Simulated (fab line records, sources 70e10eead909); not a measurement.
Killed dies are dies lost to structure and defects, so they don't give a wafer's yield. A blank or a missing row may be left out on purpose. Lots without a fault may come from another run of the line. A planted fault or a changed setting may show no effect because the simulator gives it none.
fab line records | flow nand_harc
record lots=7 wafers=21 last_day=33
route steps=1302 shown A_WL_FILL@965
lots that met no fault: from a run of the same line without faults
start_h: hours from the record's first day to the start of the lot's first wafer shown | wait_h: hours since the lot's step before | " the same as in the row above | L1.1+2: a row that stands for several wafers | - no value, or no start given | * or withheld: withheld | < > ~ a bound
route shown NAME@n: a module of which the file shows steps, and the number in the route of the first | usual: mean/standard deviation of fault-free wafers | same: alike in all rows | chamber/n: place in a boat | sites: the reading at each site | _std_site: their standard deviation | _edge_site: outer sites' mean less inner sites' | radius_mm: how far each site lies from the wafer's centre | mask NAME#n: copy n | behind: the tool/chamber that last shaped the wafer | hold: why the lot was held/for how many hours/how that ended | device: the transistor (n, p or np) that didn't switch | end of line: the same wafers' tests at the end of the route | a step without rows: its recipe alone | killed: dies lost to structure and defects at the first sort, not the wafer's yield | map: a wafer's dies, x killed, . not, _ none there
set.NAME: the setting as run; set.NAME@STEP: as run at that earlier step | model.NAME: the simulator's own value behind a step, which no gauge read
lots at some steps of the route; a table a step, a row a wafer
services: from which hour (start_h, from the record's first day; less than 0 if before it) a tool's chamber was out of use, for how many hours, and why
## steps
# step NHARC_A_WL_FILL_ALD_10
# recipe target_thk_a=500 pulse_time_s=10 ald_cycles=500 temp_c=300 material=SiO2
# step NHARC_A_WL_FILL_ETCHBACK_16
# recipe target_depth_a=1200 time_s=24 c4f8_flow_sccm=withheld o2_flow_sccm=8 ar_flow_sccm=withheld rf_w=600 bias_w=800 chemistry=C4F8/O2/Ar
# usual oes_product_au=0.98/0.032 rf_vpp_V=724/4.3
# columns lot.wafer tool chamber start_h wait_h oes_product_au rf_hours_counter_h rf_vpp_V
L311.1 rie_diel-02 3 - - 1.01 7.6 726
L311.4 " 1 " " 1.01 7.5 718
L311.5 " 0 " " 0.98 - 730
L312.3 rie_diel-11 1 - - 1.01 3.5 721
L312.6 " 2 " " 1.01 - 727
L312.5 " 3 " " 1.00 - 727
L315.1 rie_diel-09 3 - - 0.92 2.3 728
L315.2 " 0 " " 0.92 2.2 721
L315.4 " 1 " " 0.91 1.7 726
L318.4 rie_diel-11 2 - - 1.01 4.1 726
L318.2 " 0 " " 0.99 5.6 730
L318.6 " 3 " " 1.00 - 725
L323.4 rie_diel-11 3 - - 0.97 1.5 725
L323.3 " 0 " " 1.00 1.2 729
L323.5 " 1 " " 0.98 - 723
L326.1 rie_diel-11 1 - - 0.99 1.4 722
L326.4 " 2 " " 1.02 1.6 726
L326.6 " 2 " " 1.01 - 726
L327.2 rie_diel-09 0 - - 1.01 0.2 720
L327.1 " 2 " " 0.99 0.2 720
L327.5 " 1 " " 0.97 - 726
# step NHARC_A_WL_FILL_STRIP_29
# recipe time_s=20 o2_flow_sccm=500 ar_flow_sccm=0 bias_w=0 chemistry=O2
# usual drypump_motor_current_A=5.7/0.38 oes_product_au=1.003/0.013 rf_vpp_V=57.8/0.89 showerhead_plenum_p_Torr=3.57/0.14 throttle_valve_pct=17.036/0.0089
# columns lot.wafer tool chamber start_h wait_h drypump_motor_current_A oes_product_au rf_hours_counter_h rf_vpp_V showerhead_plenum_p_Torr throttle_valve_pct
L311.4 rie_diel-02 0 556.57 0.1 5.5 0.992 7.3 57.3 3.72 17.038
L311.1 " 1 " " 5.7 1.016 7.5 57.7 3.35 17.050
L311.5 " 2 " " 5.7 1.022 - 58.0 3.38 17.037
L312.3 rie_diel-11 3 556.60 0.1 5.9 0.999 4.2 58.0 3.62 17.035
L312.6 " 0 " " 6.1 0.992 - 56.6 3.74 17.050
L312.5 " 1 " " 5.0 1.026 - 58.0 3.51 17.036
L315.1 rie_diel-09 2 585.16 0.1 6.1 0.977 1.8 57.8 3.37 17.032
L315.2 " 3 " " 5.3 0.992 2.3 57.2 3.74 17.039
L315.4 " 0 " " 5.6 1.006 2.2 57.6 3.39 17.035
L318.4 rie_diel-11 2 604.05 0.1 5.6 1.016 4.1 57.8 3.64 17.040
L318.2 " 3 " " 5.9 1.018 5.4 57.4 3.62 17.045
L318.6 " 2 " " 5.6 1.015 - 59.0 3.64 17.048
L323.4 rie_diel-11 1 670.96 0.1 5.0 1.008 1.3 59.4 3.51 17.049
L323.3 " 2 " " 5.5 1.025 1.5 58.9 3.64 17.029
L323.5 " 3 " " 5.9 0.998 - 55.4 3.62 17.038
L326.1 rie_diel-11 1 678.03 0.1 5.0 1.011 1.4 58.4 3.51 17.043
L326.4 " 3 " " 6.0 0.992 1.6 58.2 3.62 17.046
L326.6 " 1 " " 5.0 1.015 - 57.7 3.51 17.044
L327.1 rie_diel-09 0 706.52 0.1 5.6 0.988 0.2 57.5 3.39 17.039
L327.2 " 1 " " 5.1 0.978 0.2 58.1 3.61 17.033
L327.5 " 1 " " 5.0 0.984 - 58.4 3.61 17.030
# step NHARC_A_WL_FILL_ETCHBACK_17
# recipe target_depth_a=40 time_s=26.7 chemistry=Cl2/BCl3
# step NHARC_A_WL_FILL_PRECLEAN_18
# recipe time_s=30 chemistry=dHF
# step NHARC_A_WL_FILL_SRD_21
# step NHARC_A_WL_FILL_CVD_23
# recipe target_thk_a=400 temp_c=620 pressure_mtorr=200 time_s=800 material=poly-Si
# step NHARC_A_WL_FILL_ETCHBACK_26
# recipe target_depth_a=520 time_s=13.3 hbr_flow_sccm=150 rf_w=350 icp_w=350 bias_w=60 chemistry=HBr
# usual drypump_motor_current_A=6.0/0.42 oes_product_au=0.995/0.015 throttle_valve_pct=23.266/0.0091
# columns lot.wafer tool chamber start_h wait_h drypump_motor_current_A oes_product_au rf_hours_counter_h throttle_valve_pct
L311.1 rie_si-02 3 561.90 0.4 6.4 0.999 0.8 23.275
L311.4 " 2 " " 5.8 0.990 - 23.258
L311.5 " 2 " " 5.7 0.994 - 23.255
L312.3 rie_si-04 3 561.90 0.4 6.6 0.971 0.3 23.256
L312.5 " 1 " " 6.3 0.983 - 23.250
L312.6 " 2 " " 5.3 1.000 - 23.273
L315.1 rie_si-04 1 590.46 0.4 6.3 0.995 0.5 23.264
L315.2 " 3 " " 6.6 0.976 0.4 23.266
L315.4 " 0 " " 6.3 1.024 0.3 23.266
L318.2 rie_si-02 2 609.27 0.4 5.7 0.993 1.2 23.267
L318.6 " 2 " " 5.7 0.986 - 23.256
L318.4 " 3 " " 6.5 1.010 - 23.269
L323.3 rie_si-04 0 676.13 0.4 6.3 1.016 0.8 23.270
L323.4 " 3 " " 6.6 0.945 0.8 23.270
L323.5 " 1 " " 6.2 0.975 - 23.255
L326.4 rie_si-06 1 683.35 0.4 5.3 1.000 0.4 23.257
L326.1 " 2 " " 5.9 1.001 0.5 23.277
L326.6 " 0 " " 5.8 0.980 - 23.270
L327.1 rie_si-04 2 711.75 0.4 5.3 0.998 0 23.267
L327.2 " 3 " " 6.6 0.962 0 23.259
L327.5 " 1 " " 6.3 0.985 - 23.249
# step NHARC_A_WL_FILL_PRECLEAN_30
# recipe time_s=10 chemistry=dHF
# step NHARC_A_WL_FILL_SRD_14
# step NHARC_A_WL_FILL_ALD_19
# recipe target_thk_a=20 pulse_time_s=3 ald_cycles=100 temp_c=450 material=TiN
# usual heater_power_w=1083/52 precursor_pulse_height_rel=1.003/0.021
# columns lot.wafer tool chamber start_h wait_h heater_power_w precursor_pulse_height_rel since_wet_clean_h
L312.3 ald_metal-01 2 562.16 0.1 1074 0.982 26
L312.6 " 1 " " 1108 0.997 -
L312.5 " 2 " " 1060 1.039 -
L311.1 ald_metal-02 3 562.22 0.1 1003 1.035 120
L311.4 " 0 " " 1078 0.971 120
L311.5 " 0 " " 1087 0.980 -
L315.2 ald_metal-03 1 590.72 0.1 1130 0.972 13
L315.4 " 2 " " 1008 0.991 13
L315.1 " 3 " " 1092 1.006 13
L318.2 ald_metal-03 3 609.60 0.2 1121 0.997 31
L318.6 " 0 " " 1185 0.980 -
L318.4 " 3 " " 1113 0.969 -
L323.4 ald_metal-01 1 676.40 0.1 1080 0.991 140
L323.3 " 2 " " 1073 0.996 140
L323.5 " 1 " " 1104 0.979 -
L326.4 ald_metal-01 2 683.59 0.1 1076 1.015 148
L326.1 " 3 " " 1088 1.006 148
L326.6 " 2 " " 1086 0.997 -
L327.2 ald_metal-03 3 712.02 0.1 1128 0.995 134
L327.1 " 1 " " 1139 1.010 134
L327.5 " 2 " " 1035 0.993 -
# step NHARC_A_WL_FILL_CVD_20
# recipe target_thk_a=1000 temp_c=400 pressure_torr=40 wf6_flow_sccm=40 h2_flow_sccm=1600 ar_flow_sccm=1560 time_s=74 material=W
# usual heater_power_w=839/120 throttle_valve_pct=8.2/0.31
# columns lot.wafer tool chamber start_h wait_h heater_power_w since_wet_clean_h throttle_valve_pct
L312.3 cvd_w-01 1 - - 715 - 7.9
L312.6 " 1 " " 733 - 7.8
L312.5 " 0 " " 845 - 8.4
L311.1 cvd_w-02 1 - - 776 97 8.4
L311.4 " 1 " " 781 - 8.4
L311.5 " 1 " " 786 - 8.4
L315.2 cvd_w-01 1 - - 725 31 7.7
L315.1 " 0 " " 826 31 8.6
L315.4 " 1 " " 728 - 7.6
L318.2 cvd_w-01 0 - - 840 50 8.4
L318.4 " 1 " " 727 - 7.9
L318.6 " 1 " " 712 - 7.7
L323.4 cvd_w-02 1 - - 813 - 8.2
L323.3 " 0 " " 1036 - 8.3
L323.5 " 0 " " 1029 - 8.6
L326.1 cvd_w-01 0 - - 834 123 8.0
L326.4 " 1 " " 725 - 7.8
L326.6 " 0 " " 849 - 8.7
L327.1 cvd_w-02 0 - - 1042 66 8.4
L327.2 " 0 " " 1029 - 8.3
L327.5 " 0 " " 1046 - 8.3
# step NHARC_A_WL_FILL_CMP_12
# recipe t_overpolish_s=30 target_thk_nm=100
# usual edge_zone_pressure_frac=1.000/0.0053 motor_current_A=12.5/1.2 overpolish_run_s=30.000/0.0091 retaining_ring_pressure_frac=0.999/0.005 time_to_endpoint_s=21/3.2
# columns lot.wafer tool chamber start_h wait_h edge_zone_pressure_frac motor_current_A overpolish_run_s retaining_ring_pressure_frac time_to_endpoint_s
L312.3 cmp-04 2 562.60 0.2 - - - - -
L312.6 " 3 " " - - - - -
L312.5 " 0 " " - - - - -
L311.4 cmp-01 0 562.64 0.1 - - - - -
L311.1 " 1 " " - - - - -
L311.5 " 3 " " - - - - -
L315.4 cmp-01 1 591.13 0.1 - - - - -
L315.2 " 2 " " - - - - -
L315.1 " 3 " " - - - - -
L318.4 cmp-01 1 609.98 0.1 1.002 13.2 29.990 0.995 21
L318.2 " 3 " " 0.998 11.5 29.999 0.991 25
L318.6 " 2 " " 0.992 11.5 30.005 0.998 21
L323.4 cmp-04 1 676.78 0.1 0.997 13.6 30.007 1.007 22
L323.3 " 3 " " 0.998 13.3 29.984 0.998 22
L323.5 " 1 " " 0.998 13.5 29.999 1.005 19
L326.4 cmp-01 3 683.97 0.1 1.004 11.7 29.992 1.003 22
L326.1 " 0 " " 0.995 13.3 30.003 0.997 22
L326.6 " 0 " " 0.991 12.9 29.992 0.998 20
L327.1 cmp-01 3 712.52 0.3 1.001 11.6 30.008 1.010 23
L327.2 " 1 " " 1.008 13.0 29.997 0.996 17
L327.5 " 0 " " 0.992 13.1 29.996 0.994 16
# step NHARC_A_WL_FILL_SRD_31
# step NHARC_A_WL_FILL_INSPECT_15
# usual raw_defect_count=474/100
# columns lot.wafer tool chamber start_h wait_h raw_defect_count
L312.3 defect_inspect-01 - 562.99 0.0 2335
L312.5 " - " " 2279
L312.6 " - " " 2288
L311.1 defect_inspect-02 - 563.06 0.0 2604
L311.4 " - " " 2508
L311.5 " - " " 2469
L315.1 defect_inspect-02 - 591.57 0.0 2577
L315.2 " - " " 2444
L315.4 " - " " 2477
L318.2 defect_inspect-02 - 610.45 0.0 577
L318.4 " - " " 528
L318.6 " - " " 398
L323.3 defect_inspect-02 - 677.25 0.0 383
L323.4 " - " " 383
L323.5 " - " " 451
L326.1 defect_inspect-02 - 684.46 0.0 377
L326.4 " - " " 380
L326.6 " - " " 592
L327.1 defect_inspect-01 - 713.00 0.0 527
L327.2 " - " " 577
L327.5 " - " " 607
## services
# columns tool chamber start_h hours kind
rie_si-04 0 545.06 3.9 repair
rie_si-02 1 546.68 31.3 repair
cvd_w-01 - 547.30 13.0 pm
rie_diel-11 1 556.99 2.8 repair
ald_metal-03 - 568.26 10.0 pm
cvd_w-02 - 573.83 0.5 repair
cmp-01 - 578.34 4.0 pm
ald_metal-03 2 594.94 25.7 repair
rie_diel-11 3 605.89 5.4 repair
rie_diel-11 - 609.50 9.0 pm
rie_si-04 3 612.63 6.3 repair
cmp-01 - 622.54 2.5 repair
cvd_w-02 - 633.05 13.0 pm
ald_metal-01 0 645.75 2.5 repair
cvd_w-01 - 656.52 0.7 repair
rie_diel-09 - 674.25 9.0 pm
cmp-01 - 676.34 4.0 pm
ald_metal-03 0 676.77 24.8 repair
rie_si-04 2 677.25 12.8 repair
rie_si-04 - 696.00 9.0 pm
ald_metal-01 - 704.00 10.0 pm
cvd_w-02 - 704.41 1.0 repair
rie_diel-09 3 707.98 6.0 repair
cvd_w-02 1 711.33 6.3 repair
## key
first_sign step=NHARC_A_WL_FILL_CMP_12 reading=tool_record direction=missing
effect step=NHARC_A_WL_FILL_INSPECT_15 reading=raw_defect_count direction=up sigmas=19 usual=474 struck=2442
met_at NHARC_A_WL_FILL_CMP_12
struck_wafers L311.1,L311.4,L311.5,L312.3,L312.5,L312.6,L315.1,L315.2,L315.4
later_rows_left_out L311.1,L311.4,L311.5,L312.3,L312.5,L312.6,L315.1,L315.2,L315.4
sort_left_out L311.1,L311.4,L311.5,L312.3,L312.5,L312.6,L315.1,L315.2,L315.4
tester_left_out L311,L312,L315
fault kind=skipped_step_whole tool=cmp-01,cmp-04 chamber=- onset_h=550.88 steps=NHARC_A_WL_FILL_CMP_12 scope=struck_lots_only
# tester_left_out: of these lots the tester's yield and bins aren't shown, on N5 and GAA mostly nor the transistor test; their killed dies are dies lost to structure and defects alone, not to doping, threshold or leakage, so they don't give the yield
# sort_left_out: the simulated sort isn't trusted on such a fault, so these wafers' sort isn't shown, and their yield isn't known
# later_rows_left_out: the simulator's readings of these wafers behind a module that went badly wrong aren't trusted and aren't shown, but for the sort
